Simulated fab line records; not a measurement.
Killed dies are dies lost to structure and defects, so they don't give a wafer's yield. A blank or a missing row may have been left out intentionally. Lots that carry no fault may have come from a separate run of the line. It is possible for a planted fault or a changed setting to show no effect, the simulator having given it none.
A single fault, viewed from 2 desks + flow nand_harc + each desk has only its own numbers; what lay behind them comes last

## AT THE METROLOGY DESK
Means of the sampled wafers that have a number, per lot and without regard to the tool the lot ran on: this is what the gauges read. If a lot's mean is further than 4 standard deviations from the usual mean, the lot is out of limits and carries the mark OUT (the distance appears in the brackets).
Columns: A = thk_nm at NHARC_P_M0_THK_MEAS_24, usual 118.0 nm
| lot  | first seen here | A     |
|------|-----------------|-------|
| L719 | day 7 03:56     | 119.0 |
| L720 | day 7 05:31     | 117.7 |
| L723 | day 8 14:48     | 118.7 |
| L726 | day 10 01:53    | 116.4 |
| L732 | day 12 04:37    | 120.2 |
| L733 | day 12 21:21    | 117.7 |
| L735 | day 13 16:54    | 119.2 |
| L736 | day 14 00:01    | 117.7 |
| L737 | day 14 11:07    | 118.0 |
| L738 | day 14 17:52    | 117.1 |
| L739 | day 15 07:25    | 118.5 |
| L740 | day 15 13:44    | 116.8 |
This desk found nothing out of limits on any of the 12 lots.

## DESK OF THE TOOL OWNER: rie_diel-10
The tool's own readings at NHARC_P_M1_ETCH_15 (etches the open film in C4F8/Ar, target depth 182.5 nm, time 91.2 s): means of the sampled wafers that have a number, for each lot that ran on this tool. If a lot's mean is further than 4 standard deviations from the usual mean, the lot is out of limits and carries the mark OUT (the distance appears in the brackets).
Columns: A = oes_product_au at NHARC_P_M1_ETCH_15, usual 0.953 a.u.; B = rf_fwd_power_W at NHARC_P_M1_ETCH_15, usual 595.4 W; C = rf_vpp_V at NHARC_P_M1_ETCH_15, usual 440.3 V; D = run_length_s at NHARC_P_M1_ETCH_15, usual 112.4 s
| lot  | first seen here | A     | B     | C     | D                |
|------|-----------------|-------|-------|-------|------------------|
| L719 | day 7 05:58     | 0.921 | 595.5 | 439.6 | 112.8            |
| L723 | day 8 16:55     | 0.973 | 592.6 | 438.8 | 107.7 (-9.3) OUT |
| L735 | day 13 18:50    | 0.939 | 593.8 | 438.9 | 112.4            |
| L736 | day 14 01:47    | 0.958 | 594.9 | 438.6 | 112.3            |
| L737 | day 14 12:55    | 0.967 | 593.1 | 441.1 | 113.0            |
| L738 | day 14 19:41    | 0.947 | 593.5 | 441.7 | 112.8            |
| L739 | day 15 09:19    | 0.958 | 596.1 | 439.9 | 112.7            |
This desk's finding: out of limits on L723; first on L723, day 8 16:55 (run_length_s at NHARC_P_M1_ETCH_15). L719, L735, L736, L737, L738, L739: within limits.

## TAKEN TOGETHER
The tool owner's desk could have raised an alarm at day 8 16:55, on L723.
The metrology desk saw nothing out of limits.
The metrology desk has L723 on record, within its limits.
All the named lots went through NHARC_P_M1_ETCH_15 on rie_diel-10.

## WHAT WAS PUT IN BY THE SIMULATOR
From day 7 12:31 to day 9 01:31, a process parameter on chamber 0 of rie_diel-10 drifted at NHARC_P_M1_ETCH_15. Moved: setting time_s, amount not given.
Struck lots among those shown: L723.
Each desk's first reading out of limits, in hours after the fault started: the tool owner's desk, 28.
